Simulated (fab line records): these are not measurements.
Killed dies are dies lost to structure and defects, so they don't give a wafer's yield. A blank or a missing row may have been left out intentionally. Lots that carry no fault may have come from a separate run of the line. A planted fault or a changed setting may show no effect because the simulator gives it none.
A struck lot beside a sound one	flow n5Finfet	15 steps out of a route of 1938
Sound: wafers L548.2, L548.5, L548.6. Struck: wafer L562.6. (L562.1 of the same lot was not struck and is left out.) The cause comes at the end.
For every step that has rows: the tool of each side, followed by ch and its chambers, followed by its first start. Under that, the readings that differ: sound wafers	struck wafers	difference of the means	sigmas: that difference in standard deviations of wafers without a fault.
alike: a reading whose means differ by less than 2 such deviations, as well as words and numbers matching on both sides. not compared: withheld readings; readings where some wafer has no value; bounds like >300 that might hide an equal value; numbers whose values overlap and for which the record gives no deviation.
The two part at a step that has a row with sigmas, a row that says differs or no value, or rows on one side only. When numbers do not overlap yet have no deviation, they are printed without sigmas and do not part them. A reading that every wafer of one side lacks parts them only if that side has two wafers or more.

first, 2 steps without rows for these wafers: N5_BEOL_M1_DESCUM_33 (chemistry O2, time 7 s); N5_BEOL_M1_ETCH_77 (etches underlayer in N2/H2, target depth 6.5 nm, time 5.2 s).
N5_BEOL_M1_ETCH_69: etches SiARC in CF4, target depth 15.6 nm, time 26 s.
  sound on rieDiel-06 ch 2,3, day 7 13:06; struck on rieDiel-02 ch 0, day 11 09:41
  alike: drypumpMotorCurrentA, etchRfOnTimeS, oesProductAu, rfFwdPowerW, rfVppV, showerheadPlenumPTorr, throttleValvePct
  not compared: rfHoursCounterH
N5_BEOL_M1_ALD_98: deposits SiO2, target thk 2.5 nm, pulse time 1 s, co reactant pulse time 1 s.
  sound on aldSin-03 ch 0,1,2, day 7 14:04; struck on aldSin-02 ch 3, day 11 09:50
reading	sound	struck	difference	sigmas
precursorPulseHeightRel	0.994 1.001 0.995	1.046	+0.049	+2
  alike: heaterPowerW
then, 1 step without rows for these wafers: N5_BEOL_M1_ETCHBACK_99 (etches SiO2 in CHF3, target depth 5 nm, time 10.4 s).
N5_BEOL_M1_ETCH_70: etches SOC in N2/H2, target depth 80 nm, overetch 16 nm, time 120 s.
  sound on rieDiel-06 ch 1,2,3, day 8 05:14; struck on rieDiel-06 ch 3, day 11 17:19
  alike: drypumpMotorCurrentA, n2FlowSccm, oesProductAu, rfFwdPowerW, rfVppV, showerheadPlenumPTorr, throttleValvePct
  not compared: rfHoursCounterH
then, 2 steps without rows for these wafers: N5_BEOL_M1_STRIP_71 (strips in N2/H2); N5_BEOL_M1_STRIP_78 (strips in N2/H2).
N5_BEOL_M1_VIA_ETCH_34: etches the open film in C4F6/O2, target depth 67.8 nm, time 64.4 s.
  sound on rieDiel-06 ch 1,2,3, day 8 05:20; struck on rieDiel-06 ch 3, day 11 17:25
  alike: drypumpMotorCurrentA, oesProductAu, rfFwdPowerW, rfVppV, showerheadPlenumPTorr, throttleValvePct
  not compared: rfHoursCounterH
then, 3 steps without rows for these wafers: N5_BEOL_M1_STRIP_83 (strips in C4F6/O2); N5_BEOL_M1_STRIP_36 (strips in N2/H2); N5_BEOL_M1_TRENCH_ETCH_37 (etches SiOC in C4F6/O2, target depth 55.207 nm, time 29 s).
N5_BEOL_M1_ETCH_41: etches SiCN in CH3F/O2, target depth 31.9 nm, time 57.8 s.
  sound on rieDiel-06 ch 1,2,3, day 8 05:28; struck on rieDiel-06 ch 3, day 11 17:32
reading	sound	struck	difference	sigmas
model.etch.depthNm (nm)	21.4 21.2 21.98	15.59	-5.94	
  alike: CH3F_flow_sccm, drypumpMotorCurrentA, oesProductAu, rfFwdPowerW, rfVppV, showerheadPlenumPTorr, throttleValvePct
  not compared: rfHoursCounterH
N5_BEOL_M1_STRIP_97: strips in N2/H2, time 10 s.
  sound: rieDiel-06 ch 1,2,3; struck: rieDiel-06 ch 3
  alike: drypumpMotorCurrentA, n2FlowSccm, oesProductAu, rfVppV, showerheadPlenumPTorr, throttleValvePct
  not compared: rfHoursCounterH
-- the record jumps here: 2 days lie between the struck wafers' starts before and after (it left off in module BEOL_M1 and takes up again in module BEOL_M4, whose first step shown is number 1111 of the route) --
N5_BEOL_M4_RC_MEAS_101:
  sound on prober-01 ch 0, day 11 00:26; struck on prober-02 ch 0, day 14 03:26
  alike: DIBL_N, DIBL_P, IOFF_N, IOFF_P, ION_N, ION_P, SS_N, SS_P, VT_N, VT_P

WHERE THEY PART
Only at N5_BEOL_M1_ALD_98, as far as this record shows. Later steps at which nothing parts them and some readings are alike: N5_BEOL_M1_ETCH_70, N5_BEOL_M1_VIA_ETCH_34, N5_BEOL_M1_ETCH_41, N5_BEOL_M1_STRIP_97, N5_BEOL_M4_RC_MEAS_101.

WHY: whatever the simulator had introduced
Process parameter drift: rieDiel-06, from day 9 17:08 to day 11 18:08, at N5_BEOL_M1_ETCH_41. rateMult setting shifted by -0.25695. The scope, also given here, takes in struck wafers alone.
